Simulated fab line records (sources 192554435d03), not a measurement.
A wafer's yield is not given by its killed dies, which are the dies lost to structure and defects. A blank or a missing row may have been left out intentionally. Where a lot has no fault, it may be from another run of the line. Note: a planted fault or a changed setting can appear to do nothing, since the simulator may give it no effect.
fab line records -- flow n5Finfet
record lots=11, wafers=33, lastDay=17
route steps=1938 shown BEOL_M14@1732 PASSIVATION@1936
lots untouched by any fault: they come from a run of this same line in which no faults occurred
startH: hours from the record's first day to the start of the lot's first wafer shown -- waitH: hours elapsed since this lot's preceding step -- " unchanged from the row above -- L1.1+2: a single row standing in for several wafers -- - either no value or no given start -- * or withheld: withheld -- < > ~ a bound
route shown NAME@n: NAME is a module with steps in the file, n the number in the route of the first one -- usual: the fault-free wafers' mean and standard deviation -- same: alike in all rows -- chamber/n: place in a boat -- sites: per-site readings -- _std_site: standard deviation across them -- _edge_site: the outer-site mean with the inner-site mean subtracted -- radiusMm: for every site, how far away it sits from the centre of the wafer -- mask NAME#n: copy n -- behind: the most recent tool/chamber to have shaped the wafer -- hold: the reason the lot was held/the length of the hold in hours/how it ended -- device: transistor that didn't switch, given as n, p or np -- end of line: tests run on the same wafers once the route is complete -- for a step that has no rows: nothing shown but its recipe -- killed: dies that structure and defects cost at the first sort, which is not the same as the wafer's yield -- map: shows each die of a wafer: x if killed, . if not, _ if none is there
set.NAME: the setting the step ran with; set.NAME@STEP: the setting that earlier step ran with -- model.NAME: the simulator's own value behind a step, which no gauge read
a sample of lots followed through the steps of the route, with each step as a table and each wafer as a row
services: when a tool's chamber went out of use (startH, in hours from the record's first day, below 0 if earlier), for how many hours, and the reason
## steps
# step N5_BEOL_M14_STRIP_63
# recipe chemistry=O2, powerW=600, tempC=60, pressureMtorr=30, rfFrequencyHz=6e+07, biasPowerW=0, overashFraction=0.3, o2FlowSccm=225
# usual drypumpMotorCurrentA=5.5/0.57, oesProductAu=0.79/0.073, rfVppV=3.5/0.81, showerheadPlenumPTorr=2.06/0.08, throttleValvePct=16.73/0.17
# same overashFraction=0.3
lot.wafer,tool,chamber,startH,waitH,drypumpMotorCurrentA,oesProductAu,rfHoursCounterH,rfVppV,showerheadPlenumPTorr,throttleValvePct
L595.1,rieDiel-05,0,-,-,5.2,0.75,166,3.2,2.01,16.54
L595.3,rieDiel-05,3,-,-,4.7,0.78,103,3.4,2.05,16.87
L595.6,rieDiel-05,1,-,-,5.8,0.81,-,5.3,2.01,16.78
L597.1,rieDiel-05,3,-,-,4.7,0.77,103,3.8,2.05,16.88
L597.4,rieDiel-05,2,-,-,6.0,0.76,130,4.5,2.10,16.92
L597.6,rieDiel-05,0,-,-,5.2,0.74,-,3.9,2.00,16.55
L596.1,rieDiel-03,3,-,-,5.5,0.69,200,3.7,1.92,16.85
L596.3,rieDiel-03,0,-,-,5.3,0.80,125,2.4,2.04,16.81
L596.4,rieDiel-03,2,-,-,4.8,0.87,-,3.6,2.06,16.50
L603.2,rieDiel-04,3,-,-,5.9,0.87,55,3.2,2.22,16.71
L603.4,rieDiel-04,2,-,-,5.8,0.91,30,4.0,2.07,16.29
L603.5,rieDiel-04,0,-,-,6.5,0.76,-,4.8,2.18,16.58
L598.2,rieDiel-03,1,-,-,6.3,0.97,3,2.7,2.15,16.62
L598.5,rieDiel-03,0,-,-,5.3,0.80,-,2.9,2.04,16.87
L598.6,rieDiel-03,1,-,-,6.3,0.97,-,3.5,2.15,16.65
L604.1,rieDiel-04,0,-,-,6.5,0.75,136,3.2,2.18,16.60
L604.2,rieDiel-04,2,-,-,5.7,0.89,34,4.1,2.06,16.34
L604.4,rieDiel-04,3,-,-,6.0,0.87,59,4.3,2.22,16.76
L613.1,rieDiel-03,2,-,-,4.8,0.83,82,4.5,2.05,16.54
L613.4,rieDiel-03,1,-,-,6.4,0.89,25,3.1,2.14,16.71
L613.5,rieDiel-03,1,-,-,6.3,0.89,-,4.5,2.14,16.70
L615.1,rieDiel-04,1,-,-,6.1,0.78,128,5.3,2.20,16.59
L615.2,rieDiel-04,0,-,-,6.5,0.72,161,2.9,2.17,16.64
L615.5,rieDiel-04,3,-,-,5.9,0.83,-,3.9,2.21,16.76
L616.2,rieDiel-03,1,-,-,6.3,0.88,29,3.0,2.14,16.70
L616.3,rieDiel-03,2,-,-,4.8,0.83,86,2.2,2.05,16.57
L616.4,rieDiel-03,2,-,-,4.8,0.83,-,3.9,2.05,16.59
L617.1,rieDiel-05,1,-,-,5.8,0.77,157,2.8,2.00,16.88
L617.4,rieDiel-05,0,-,-,5.2,0.70,208,2.8,1.99,16.61
L617.5,rieDiel-05,3,-,-,4.7,0.74,-,3.8,2.04,16.91
L618.2,rieDiel-03,1,-,-,6.3,0.89,31,3.4,2.14,16.70
L618.3,rieDiel-03,2,-,-,4.8,0.83,87,3.9,2.05,16.56
L618.4,rieDiel-03,2,-,-,4.8,0.83,-,2.4,2.05,16.58
# step N5_BEOL_M14_STRIP_64
# recipe chemistry=O2, powerW=600, tempC=60, pressureMtorr=30, rfFrequencyHz=6e+07, biasPowerW=0, overashFraction=0.3, o2FlowSccm=225
# usual drypumpMotorCurrentA=5.5/0.57, oesProductAu=0.80/0.073, rfVppV=3.6/0.48, showerheadPlenumPTorr=2.06/0.079, throttleValvePct=16.73/0.17
# same overashFraction=0.3
lot.wafer,tool,chamber,startH,waitH,drypumpMotorCurrentA,oesProductAu,rfHoursCounterH,rfVppV,showerheadPlenumPTorr,throttleValvePct
L595.1,rieDiel-05,0,-,-,5.1,0.73,166,4.3,2.01,16.54
L595.3,rieDiel-05,3,-,-,4.7,0.78,103,3.3,2.05,16.86
L595.6,rieDiel-05,1,-,-,5.9,0.81,-,4.0,2.01,16.78
L597.1,rieDiel-05,3,-,-,4.7,0.77,103,3.6,2.05,16.85
L597.4,rieDiel-05,2,-,-,6.0,0.76,130,4.0,2.10,16.93
L597.6,rieDiel-05,0,-,-,5.1,0.73,-,3.5,2.00,16.54
L596.1,rieDiel-03,3,-,-,5.5,0.70,200,3.1,1.92,16.85
L596.3,rieDiel-03,0,-,-,5.3,0.80,125,3.9,2.04,16.83
L596.4,rieDiel-03,2,-,-,4.8,0.87,-,3.1,2.06,16.50
L603.2,rieDiel-04,3,-,-,5.9,0.88,55,3.3,2.22,16.73
L603.4,rieDiel-04,2,-,-,5.7,0.91,30,4.2,2.07,16.29
L603.5,rieDiel-04,0,-,-,6.5,0.75,-,3.1,2.18,16.57
L598.2,rieDiel-03,1,-,-,6.4,0.95,3,3.4,2.15,16.68
L598.5,rieDiel-03,0,-,-,5.3,0.80,-,3.3,2.04,16.85
L598.6,rieDiel-03,1,-,-,6.3,0.96,-,4.3,2.15,16.64
L604.1,rieDiel-04,0,-,-,6.4,0.75,136,4.1,2.18,16.57
L604.2,rieDiel-04,2,-,-,5.7,0.91,34,3.8,2.07,16.31
L604.4,rieDiel-04,3,-,-,5.9,0.87,59,4.1,2.22,16.72
L613.1,rieDiel-03,2,-,-,4.8,0.83,82,3.7,2.05,16.56
L613.4,rieDiel-03,1,-,-,6.3,0.89,25,4.0,2.14,16.69
L613.5,rieDiel-03,1,-,-,6.3,0.88,-,3.5,2.14,16.69
L615.1,rieDiel-04,1,-,-,6.1,0.79,128,3.6,2.20,16.58
L615.2,rieDiel-04,0,-,-,6.4,0.73,161,3.5,2.17,16.63
L615.5,rieDiel-04,3,-,-,5.9,0.83,-,3.4,2.21,16.79
L616.2,rieDiel-03,1,-,-,6.3,0.89,29,4.2,2.14,16.72
L616.3,rieDiel-03,2,-,-,4.8,0.83,86,4.2,2.05,16.57
L616.4,rieDiel-03,2,-,-,4.8,0.83,-,3.6,2.05,16.57
L617.1,rieDiel-05,1,-,-,5.8,0.77,157,3.1,2.00,16.87
L617.4,rieDiel-05,0,-,-,5.1,0.71,208,3.0,1.99,16.64
L617.5,rieDiel-05,3,-,-,4.7,0.74,-,3.2,2.04,16.95
L618.2,rieDiel-03,1,-,-,6.4,0.88,31,3.6,2.14,16.70
L618.3,rieDiel-03,2,-,-,4.8,0.83,87,3.4,2.05,16.57
L618.4,rieDiel-03,2,-,-,4.8,0.82,-,4.6,2.05,16.58
# step N5_BEOL_M14_COAT_65
# recipe resist=SOC, tempC=250, timeS=60, spinRpm=1500, resistThkNm=450
# usual heaterPowerTotalW=500.6/1.8, plateTempC=249.99/0.18, spinSpeedRpm=1500.2/0.89
lot.wafer,tool,chamber,startH,waitH,heaterPowerTotalW,plateTempC,spinSpeedRpm
L595.1,lithoTrack-01,0,262.91,0.0,500.8,250.00,1499.3
L595.3,lithoTrack-01,0,262.91,0.0,498.0,250.25,1500.9
L595.6,lithoTrack-01,0,262.91,0.0,503.3,250.17,1500.4
L597.1,lithoTrack-04,0,265.43,0.0,503.0,249.83,1498.8
L597.4,lithoTrack-04,0,265.43,0.0,501.1,249.50,1498.8
L597.6,lithoTrack-04,0,265.43,0.0,500.9,249.89,1499.6
L596.1,lithoTrack-01,0,276.14,0.0,500.5,249.83,1501.2
L596.3,lithoTrack-01,0,276.14,0.0,497.6,249.68,1500.0
L596.4,lithoTrack-01,0,276.14,0.0,499.3,249.82,1500.3
L603.2,lithoTrack-03,0,300.99,0.0,498.1,249.99,1499.0
L603.4,lithoTrack-03,0,300.99,0.0,500.5,249.96,1499.8
L603.5,lithoTrack-03,0,300.99,0.0,497.4,250.11,1498.7
L598.2,lithoTrack-03,0,307.17,0.0,500.4,249.75,1499.9
L598.5,lithoTrack-03,0,307.17,0.0,499.8,249.75,1500.0
L598.6,lithoTrack-03,0,307.17,0.0,500.7,249.92,1499.3
L604.1,lithoTrack-04,0,313.85,0.0,502.8,250.15,1500.9
L604.2,lithoTrack-04,0,313.85,0.0,503.1,250.11,1500.4
L604.4,lithoTrack-04,0,313.85,0.0,503.1,250.03,1499.9
L613.1,lithoTrack-01,0,367.68,0.0,471.1,237.32,1500.3
L613.4,lithoTrack-01,0,367.68,0.0,468.3,237.40,1500.4
L613.5,lithoTrack-01,0,367.68,0.0,472.2,237.42,1500.7
L615.1,lithoTrack-01,0,380.76,0.0,470.5,237.65,1500.8
L615.2,lithoTrack-01,0,380.76,0.0,472.4,237.55,1501.8
L615.5,lithoTrack-01,0,380.76,0.0,472.0,237.42,1501.2
L616.2,lithoTrack-04,0,380.79,0.0,499.5,249.91,1498.8
L616.3,lithoTrack-04,0,380.79,0.0,502.3,250.05,1501.2
L616.4,lithoTrack-04,0,380.79,0.0,500.6,249.92,1500.6
L617.1,lithoTrack-03,0,380.87,0.0,497.8,250.08,1500.6
L617.4,lithoTrack-03,0,380.87,0.0,501.8,249.99,1501.6
L617.5,lithoTrack-03,0,380.87,0.0,501.1,249.76,1500.1
L618.2,lithoTrack-03,0,383.47,0.0,497.4,249.92,1500.7
L618.3,lithoTrack-03,0,383.47,0.0,502.9,249.93,1499.8
L618.4,lithoTrack-03,0,383.47,0.0,502.3,249.87,1501.2
# step N5_BEOL_M14_CD_MEAS_28
# recipe targetCdNm=284.4, landingEnergyEv=500, detector=seInlens
# usual cdNm=284.8/1.7
# same landingEnergyEv=500
lot.wafer,tool,chamber,startH,waitH,cdNm
L595.1,cdSem-03,0,263.20,-,287.6
L595.3,cdSem-03,0,263.20,-,285.3
L595.6,cdSem-03,0,263.20,-,285.1
L597.1,cdSem-02,0,265.72,-,283.2
L597.4,cdSem-02,0,265.72,-,284.1
L597.6,cdSem-02,0,265.72,-,284.6
L596.1,cdSem-02,0,276.56,-,286.2
L596.3,cdSem-02,0,276.56,-,285.4
L596.4,cdSem-02,0,276.56,-,287.7
L603.2,cdSem-03,0,301.28,-,281.2
L603.4,cdSem-03,0,301.28,-,281.3
L603.5,cdSem-03,0,301.28,-,282.9
L598.2,cdSem-03,0,307.47,-,282.9
L598.5,cdSem-03,0,307.47,-,286.8
L598.6,cdSem-03,0,307.47,-,286.5
L604.1,cdSem-03,0,314.14,-,284.7
L604.2,cdSem-03,0,314.14,-,282.2
L604.4,cdSem-03,0,314.14,-,284.8
L613.1,cdSem-02,0,368.10,-,284.8
L613.4,cdSem-02,0,368.10,-,285.0
L613.5,cdSem-02,0,368.10,-,283.7
L615.1,cdSem-02,0,381.05,-,286.0
L615.2,cdSem-02,0,381.05,-,286.2
L615.5,cdSem-02,0,381.05,-,283.2
L616.2,cdSem-01,0,381.21,-,285.1
L616.3,cdSem-01,0,381.21,-,285.7
L616.4,cdSem-01,0,381.21,-,282.7
L617.1,cdSem-03,0,381.25,-,282.7
L617.4,cdSem-03,0,381.25,-,283.4
L617.5,cdSem-03,0,381.25,-,284.5
L618.2,cdSem-02,0,383.88,-,283.8
L618.3,cdSem-02,0,383.88,-,283.6
L618.4,cdSem-02,0,383.88,-,284.9
# step N5_PASSIVATION_PROBE_49
# usual defectLimitedYield=91.2/1.5, killed_at_M0_to_M3=34/11, killed_at_M4_up=14/5.4, killedAtContacts=12/5.9, killedAtFrontEnd=40/12, killedAtOther=4/3.3, killedDies=103/18, killedOpen=68/13, killedShort=34/7.5, sort_bin_5_function=5.1/1, sort_bin_6_memory=3.3/0.7, sortNPass=1076/18, sortYieldPct=91.2/1.5
# same grossDies=1180, killedAtBackSide=0, sort_bin_4_leakage[%]=0, sort_bin_8_speed[%]=0
lot.wafer,tool,chamber,startH,waitH,defectLimitedYield[%],killed_at_M0_to_M3,killed_at_M4_up,killedAtContacts,killedAtFrontEnd,killedAtOther,killedDies,killedOpen,killedShort,sort_bin_5_function[%],sort_bin_6_memory[%],sortNPass,sortYieldPct[%]
L595.1,prober-02,-,290.33,0.0,92.7,19,5,26,36,0,86,57,28,4.3,2.7,1094,92.7
L595.3,prober-02,-,290.43,0.1,92.3,13,8,13,57,0,91,48,41,4.2,3.1,1089,92.3
L595.6,prober-02,-,290.58,0.3,93.1,12,9,11,48,2,82,56,25,4.3,2.5,1098,93.1
L597.1,prober-02,-,292.20,0.0,89.7,26,7,10,73,5,121,84,35,6.1,3.7,1059,89.7
L597.4,prober-02,-,292.35,0.2,88.1,26,7,14,91,2,140,95,44,6.1,5.4,1040,88.1
L597.6,prober-02,-,292.45,0.3,85.5,20,12,28,98,13,171,101,69,8.4,5.7,1009,85.5
L596.1,prober-02,-,303.98,0.0,92.5,21,11,17,34,6,89,63,26,4.4,3.0,1091,92.5
L596.3,prober-02,-,304.08,0.1,92.6,28,7,15,32,5,87,55,31,3.8,3.2,1093,92.6
L596.4,prober-02,-,304.13,0.2,91.8,15,11,14,53,4,97,59,37,4.7,3.1,1083,91.8
L603.2,prober-01,-,334.26,0.1,92.2,32,15,2,41,2,92,57,34,4.7,2.8,1088,92.2
L603.4,prober-01,-,334.36,0.2,91.4,19,14,9,57,3,102,64,37,4.6,3.8,1078,91.4
L603.5,prober-01,-,334.41,0.2,92.2,17,21,12,41,1,92,63,29,5.1,2.5,1088,92.2
L598.2,prober-02,-,338.05,0.1,88.9,39,14,15,58,5,131,86,44,6.4,4.5,1049,88.9
L598.5,prober-02,-,338.20,0.2,90.9,36,18,7,43,3,107,62,44,5.3,3.5,1073,90.9
L598.6,prober-02,-,338.25,0.3,90.3,39,14,25,35,2,115,74,41,5.8,3.4,1065,90.3
L604.1,prober-01,-,347.07,0.0,90.3,41,11,23,38,1,114,68,45,5.5,3.6,1066,90.3
L604.2,prober-01,-,347.12,0.1,89.7,26,23,18,51,3,121,91,30,5.0,5.3,1059,89.7
L604.4,prober-01,-,347.22,0.2,92.9,31,20,7,25,1,84,54,27,4.3,2.6,1096,92.9
L613.1,prober-01,-,398.38,2.1,90.9,39,13,6,47,2,107,57,50,5.3,3.3,1073,90.9
L613.4,prober-01,-,398.53,2.2,93.0,29,14,6,34,0,83,47,36,4.0,2.5,1097,93.0
L613.5,prober-01,-,398.58,2.3,93.3,26,5,9,35,4,79,43,36,4.2,2.4,1101,93.3
L617.1,prober-01,-,414.44,0.0,90.4,41,9,6,50,7,113,65,46,5.7,3.4,1067,90.4
L617.4,prober-01,-,414.59,0.2,92.2,37,14,4,34,3,92,57,32,4.6,2.8,1088,92.2
L617.5,prober-01,-,414.64,0.2,93.1,33,8,4,34,2,81,50,31,4.0,2.6,1099,93.1
L615.1,prober-02,-,416.33,0.0,91.7,13,16,19,46,4,98,53,44,4.6,3.4,1082,91.7
L615.2,prober-02,-,416.38,0.1,93.7,17,12,19,23,3,74,51,23,4.2,1.9,1106,93.7
L615.5,prober-02,-,416.53,0.2,94.2,17,11,11,29,0,68,45,23,3.6,1.9,1112,94.2
L618.2,prober-01,-,416.38,0.1,91.8,39,19,8,30,1,97,60,37,4.7,3.6,1083,91.8
L618.3,prober-01,-,416.43,0.1,90.3,52,16,15,30,1,114,77,37,5.7,3.8,1066,90.3
L618.4,prober-01,-,416.48,0.2,89.5,48,15,19,40,2,124,85,39,6.4,3.9,1056,89.5
L616.2,prober-01,-,416.68,0.4,91.7,40,19,8,29,2,98,74,24,4.4,3.6,1082,91.7
L616.3,prober-01,-,416.73,0.4,92.3,44,1,8,37,1,91,59,32,4.6,3.0,1089,92.3
L616.4,prober-01,-,416.78,0.5,90.6,36,8,9,49,9,111,78,33,6.0,3.2,1069,90.6
# killed by level:class
L595.1 MOL_CONTACT_COAG:geometricParticle:open=23 FIN_SAQP:geometricParticle:open=8 STI_FIN_REVEAL:geometricParticle:open=7 FIN_SAQP:geometricParticle:short=6 STI_FIN_REVEAL:geometricParticle:short=5 ILD0:geometricParticle:open=3 GATE_CUT:geometricParticle:short=3 MOL_CONTACT_COAG:geometricParticle:short=3
L595.3 STI_FIN_REVEAL:geometricParticle:open=11 FIN_SAQP:geometricParticle:short=9 MOL_CONTACT_COAG:geometricParticle:open=8 GATE_CUT:geometricParticle:short=7 STI_FIN_REVEAL:geometricParticle:short=5 MOL_CONTACT_COAG:geometricParticle:short=5 FIN_SAQP:geometricParticle:open=4 BEOL_M4:geometricParticle:open=4
L595.6 FIN_SAQP:geometricParticle:open=9 DUMMY_GATE:geometricParticle:open=9 MOL_CONTACT_COAG:geometricParticle:open=8 FIN_SAQP:geometricParticle:short=6 STI_FIN_REVEAL:geometricParticle:open=6 BEOL_M0_SAQP:geometricParticle:open=4 STARTING-WAFER:geometricParticle:open=4 DUMMY_GATE:geometricParticle:short=3
L597.1 FIN_SAQP:geometricParticle:open=18 STI_FIN_REVEAL:geometricParticle:open=16 BEOL_M0_SAQP:geometricParticle:short=14 GATE_CUT:geometricParticle:short=10 MOL_CONTACT_COAG:geometricParticle:open=8 DUMMY_GATE:geometricParticle:open=7 FIN_SAQP:geometricParticle:short=6 BEOL_M2:geometricParticle:open=5
L597.4 STI_FIN_REVEAL:geometricParticle:open=28 FIN_SAQP:geometricParticle:short=18 FIN_SAQP:geometricParticle:open=16 MOL_CONTACT_COAG:geometricParticle:open=10 GATE_CUT:geometricParticle:open=9 GATE_CUT:geometricParticle:short=8 BEOL_M0_SAQP:geometricParticle:open=8 DUMMY_GATE:geometricParticle:open=4
L597.6 MOL_CONTACT_COAG:geometricParticle:open=21 STI_FIN_REVEAL:geometricParticle:open=19 GATE_CUT:geometricParticle:short=18 FIN_SAQP:geometricParticle:short=17 FIN_SAQP:geometricParticle:open=13 BEOL_M2:geometricParticle:open=8 GATE_CUT:geometricParticle:open=7 MOL_CONTACT_COAG:geometricParticle:short=7
L596.1 MOL_CONTACT_COAG:geometricParticle:open=13 STI_FIN_REVEAL:geometricParticle:open=10 BEOL_M4:geometricParticle:open=7 DUMMY_GATE:geometricParticle:open=5 BEOL_M0_SAQP:geometricParticle:short=5 BEOL_M2:geometricParticle:open=5 ILD0:geometricParticle:open=4 MOL_CONTACT_COAG:geometricParticle:short=4
L596.3 MOL_CONTACT_COAG:geometricParticle:open=14 STI_FIN_REVEAL:geometricParticle:open=9 BEOL_M1:geometricParticle:open=7 DUMMY_GATE:geometricParticle:open=6 BEOL_M0_SAQP:geometricParticle:short=6 GATE_CUT:geometricParticle:short=5 BEOL_M0_SAQP:geometricParticle:open=4 BEOL_M4:geometricParticle:open=4
L596.4 STI_FIN_REVEAL:geometricParticle:open=14 MOL_CONTACT_COAG:geometricParticle:open=11 FIN_SAQP:geometricParticle:short=9 BEOL_M4:geometricParticle:open=8 STARTING-WAFER:geometricParticle:open=7 GATE_CUT:geometricParticle:short=6 STI_FIN_REVEAL:geometricParticle:short=4 STARTING-WAFER:geometricParticle:short=4
L603.2 FIN_SAQP:geometricParticle:open=10 BEOL_M0_SAQP:geometricParticle:open=10 FIN_SAQP:geometricParticle:short=9 BEOL_M0_SAQP:geometricParticle:short=9 BEOL_M4:geometricParticle:open=5 STARTING-WAFER:geometricParticle:open=5 STI_FIN_REVEAL:geometricParticle:open=4 GATE_CUT:geometricParticle:short=4
L603.4 FIN_SAQP:geometricParticle:short=19 FIN_SAQP:geometricParticle:open=17 BEOL_M4:geometricParticle:open=7 MOL_CONTACT_COAG:geometricParticle:open=6 STI_FIN_REVEAL:geometricParticle:open=6 BEOL_M0_SAQP:geometricParticle:open=6 BEOL_M1:geometricParticle:open=4 DUMMY_GATE:geometricParticle:open=3
L603.5 MOL_CONTACT_COAG:geometricParticle:open=11 FIN_SAQP:geometricParticle:open=10 GATE_CUT:geometricParticle:open=6 GATE_CUT:geometricParticle:short=6 BEOL_M0_SAQP:geometricParticle:open=6 BEOL_M4:geometricParticle:open=6 BEOL_M0_SAQP:geometricParticle:short=4 BEOL_M6:geometricParticle:open=4
L598.2 FIN_SAQP:geometricParticle:short=17 MOL_CONTACT_COAG:geometricParticle:open=15 FIN_SAQP:geometricParticle:open=14 BEOL_M1:geometricParticle:open=12 BEOL_M4:geometricParticle:open=7 STI_FIN_REVEAL:geometricParticle:short=6 STI_FIN_REVEAL:geometricParticle:open=6 BEOL_M3:geometricParticle:open=6
L598.5 BEOL_M4:geometricParticle:open=12 BEOL_M3:geometricParticle:open=9 FIN_SAQP:geometricParticle:short=8 STI_FIN_REVEAL:geometricParticle:open=8 MOL_CONTACT_COAG:geometricParticle:open=6 BEOL_M0_SAQP:geometricParticle:short=6 FIN_SAQP:geometricParticle:open=5 BEOL_M4:geometricParticle:short=5
L598.6 MOL_CONTACT_COAG:geometricParticle:open=20 BEOL_M3:geometricParticle:open=12 FIN_SAQP:geometricParticle:short=8 BEOL_M0_SAQP:geometricParticle:open=6 GATE_CUT:geometricParticle:short=5 MOL_CONTACT_COAG:geometricParticle:short=5 BEOL_M1:geometricParticle:open=4 DUMMY_GATE:geometricParticle:open=4
L604.1 MOL_CONTACT_COAG:geometricParticle:open=20 FIN_SAQP:geometricParticle:short=10 BEOL_M0_SAQP:geometricParticle:short=10 BEOL_M0_SAQP:geometricParticle:open=9 FIN_SAQP:geometricParticle:open=6 STI_FIN_REVEAL:geometricParticle:open=6 BEOL_M2:geometricParticle:short=6 BEOL_M4:geometricParticle:open=6
L604.2 FIN_SAQP:geometricParticle:open=16 MOL_CONTACT_COAG:geometricParticle:open=14 BEOL_M5:geometricParticle:open=12 FIN_SAQP:geometricParticle:short=11 STI_FIN_REVEAL:geometricParticle:open=9 BEOL_M4:geometricParticle:open=8 BEOL_M2:geometricParticle:open=7 BEOL_M3:geometricParticle:open=5
L604.4 BEOL_M0_SAQP:geometricParticle:open=9 BEOL_M3:geometricParticle:open=8 BEOL_M4:geometricParticle:open=7 MOL_CONTACT_COAG:geometricParticle:open=6 FIN_SAQP:geometricParticle:open=4 FIN_SAQP:geometricParticle:short=4 GATE_CUT:geometricParticle:short=3 BEOL_M0_SAQP:geometricParticle:short=3
L613.1 BEOL_M0_SAQP:geometricParticle:short=16 FIN_SAQP:geometricParticle:short=14 FIN_SAQP:geometricParticle:open=12 BEOL_M0_SAQP:geometricParticle:open=8 MOL_CONTACT_COAG:geometricParticle:open=6 BEOL_M1:geometricParticle:open=6 DUMMY_GATE:geometricParticle:open=5 BEOL_M4:geometricParticle:open=5
L613.4 FIN_SAQP:geometricParticle:short=15 BEOL_M0_SAQP:geometricParticle:short=12 BEOL_M0_SAQP:geometricParticle:open=8 BEOL_M4:geometricParticle:open=6 FIN_SAQP:geometricParticle:open=5 DUMMY_GATE:geometricParticle:open=5 MOL_CONTACT_COAG:geometricParticle:open=5 BEOL_M1:geometricParticle:open=4
L613.5 FIN_SAQP:geometricParticle:short=10 BEOL_M3:geometricParticle:open=8 MOL_CONTACT_COAG:geometricParticle:open=6 STI_FIN_REVEAL:geometricParticle:open=5 BEOL_M0_SAQP:geometricParticle:open=4 BEOL_M3:geometricParticle:short=4 STI_FIN_REVEAL:geometricParticle:short=3 DUMMY_GATE:geometricParticle:short=3
L617.1 BEOL_M0_SAQP:geometricParticle:short=16 FIN_SAQP:geometricParticle:short=13 STI_FIN_REVEAL:geometricParticle:open=13 BEOL_M0_SAQP:geometricParticle:open=9 FIN_SAQP:geometricParticle:open=8 BEOL_M1:geometricParticle:open=7 BEOL_M3:geometricParticle:open=5 STI_FIN_REVEAL:geometricParticle:short=4
L617.4 BEOL_M1:geometricParticle:open=13 FIN_SAQP:geometricParticle:short=9 BEOL_M3:geometricParticle:open=9 BEOL_M4:geometricParticle:open=7 STI_FIN_REVEAL:geometricParticle:open=6 GATE_CUT:geometricParticle:short=5 BEOL_M0_SAQP:geometricParticle:open=5 FIN_SAQP:geometricParticle:open=4
L617.5 BEOL_M0_SAQP:geometricParticle:open=10 FIN_SAQP:geometricParticle:short=7 FIN_SAQP:geometricParticle:open=6 BEOL_M2:geometricParticle:open=6 BEOL_M0_SAQP:geometricParticle:short=5 BEOL_M1:geometricParticle:open=5 MOL_CONTACT_COAG:geometricParticle:open=4 STI_FIN_REVEAL:geometricParticle:open=3
L615.1 MOL_CONTACT_COAG:geometricParticle:open=15 GATE_CUT:geometricParticle:short=14 FIN_SAQP:geometricParticle:short=12 BEOL_M4:geometricParticle:open=9 GATE_CUT:geometricParticle:open=7 BEOL_M3:geometricParticle:open=5 MOL_CONTACT_COAG:geometricParticle:short=4 BEOL_M4:geometricParticle:short=4
L615.2 MOL_CONTACT_COAG:geometricParticle:open=16 BEOL_M1:geometricParticle:open=6 GATE_CUT:geometricParticle:short=4 BEOL_M3:geometricParticle:open=4 BEOL_M4:geometricParticle:open=4 FIN_SAQP:geometricParticle:short=3 STI_FIN_REVEAL:geometricParticle:open=3 MOL_CONTACT_COAG:geometricParticle:short=3
L618.2 STI_FIN_REVEAL:geometricParticle:open=10 BEOL_M0_SAQP:geometricParticle:short=10 BEOL_M0_SAQP:geometricParticle:open=9 BEOL_M1:geometricParticle:open=8 BEOL_M4:geometricParticle:short=7 FIN_SAQP:geometricParticle:short=5 MOL_CONTACT_COAG:geometricParticle:open=5 BEOL_M0:geometricParticle:open=5
L618.3 BEOL_M0_SAQP:geometricParticle:short=14 MOL_CONTACT_COAG:geometricParticle:open=13 BEOL_M2:geometricParticle:open=10 STI_FIN_REVEAL:geometricParticle:open=8 BEOL_M3:geometricParticle:open=8 BEOL_M0_SAQP:geometricParticle:open=7 BEOL_M0:geometricParticle:short=5 BEOL_M1:geometricParticle:open=5
L618.4 MOL_CONTACT_COAG:geometricParticle:open=16 FIN_SAQP:geometricParticle:open=12 FIN_SAQP:geometricParticle:short=10 BEOL_M0_SAQP:geometricParticle:short=9 BEOL_M0_SAQP:geometricParticle:open=8 BEOL_M2:geometricParticle:open=8 BEOL_M3:geometricParticle:open=8 BEOL_M4:geometricParticle:open=8
L615.5 MOL_CONTACT_COAG:geometricParticle:open=7 FIN_SAQP:geometricParticle:open=6 GATE_CUT:geometricParticle:short=5 BEOL_M0_SAQP:geometricParticle:open=5 STARTING-WAFER:geometricParticle:open=4 MOL_CONTACT_COAG:geometricParticle:short=4 BEOL_M3:geometricParticle:open=4 BEOL_M4:geometricParticle:open=4
L616.2 BEOL_M0_SAQP:geometricParticle:open=10 BEOL_M0_SAQP:geometricParticle:short=9 FIN_SAQP:geometricParticle:open=8 MOL_CONTACT_COAG:geometricParticle:open=8 STI_FIN_REVEAL:geometricParticle:open=7 BEOL_M3:geometricParticle:open=7 BEOL_M5:geometricParticle:open=6 DUMMY_GATE:geometricParticle:open=5
L616.3 STI_FIN_REVEAL:geometricParticle:open=9 BEOL_M2:geometricParticle:open=9 MOL_CONTACT_COAG:geometricParticle:open=8 BEOL_M0_SAQP:geometricParticle:short=8 BEOL_M3:geometricParticle:open=7 FIN_SAQP:geometricParticle:short=6 BEOL_M0:geometricParticle:open=6 BEOL_M3:geometricParticle:short=5
L616.4 BEOL_M2:geometricParticle:open=17 FIN_SAQP:geometricParticle:open=8 STI_FIN_REVEAL:geometricParticle:open=8 MOL_CONTACT_COAG:geometricParticle:open=7 FIN_SAQP:geometricParticle:short=6 GATE_CUT:geometricParticle:open=6 BEOL_M3:geometricParticle:open=6 BEOL_M0_SAQP:geometricParticle:open=5
## services
tool,chamber,startH,hours,kind
rieDiel-03,1,258.58,-,clean
rieDiel-03,1,258.58,-,consumableReplace:focusRing
rieDiel-03,1,258.58,25.3,scheduledDown
rieDiel-03,1,258.58,25.3,ventCycle
rieDiel-03,-,282.27,14.6,pm
rieDiel-05,-,290.03,0.5,repair
rieDiel-04,-,306.33,0.4,repair
lithoTrack-04,-,360.22,-,consumableReplace:filter
rieDiel-03,3,374.28,19.2,repair
## key
firstSign step=N5_BEOL_M14_COAT_65, reading=plateTempC, direction=down, sigmas=68, usual=*, struck=*
effect step=N5_BEOL_M14_COAT_65, reading=heaterPowerTotalW, direction=down, sigmas=16, usual=*, struck=*
metAt N5_BEOL_M14_COAT_65
struckLots L613,L615
notActingAt N5_BEOL_M14_STRIP_63,N5_BEOL_M14_STRIP_64,N5_BEOL_M14_CD_MEAS_28
onsetBetween 276.14 367.68
fault kind=processParameterDrift, tool=lithoTrack-01, chamber=-, onsetH=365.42, steps=N5_BEOL_M14_COAT_65, channel=tempC, offset=*, shape=step, endH=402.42, actsIn=*, stated=*
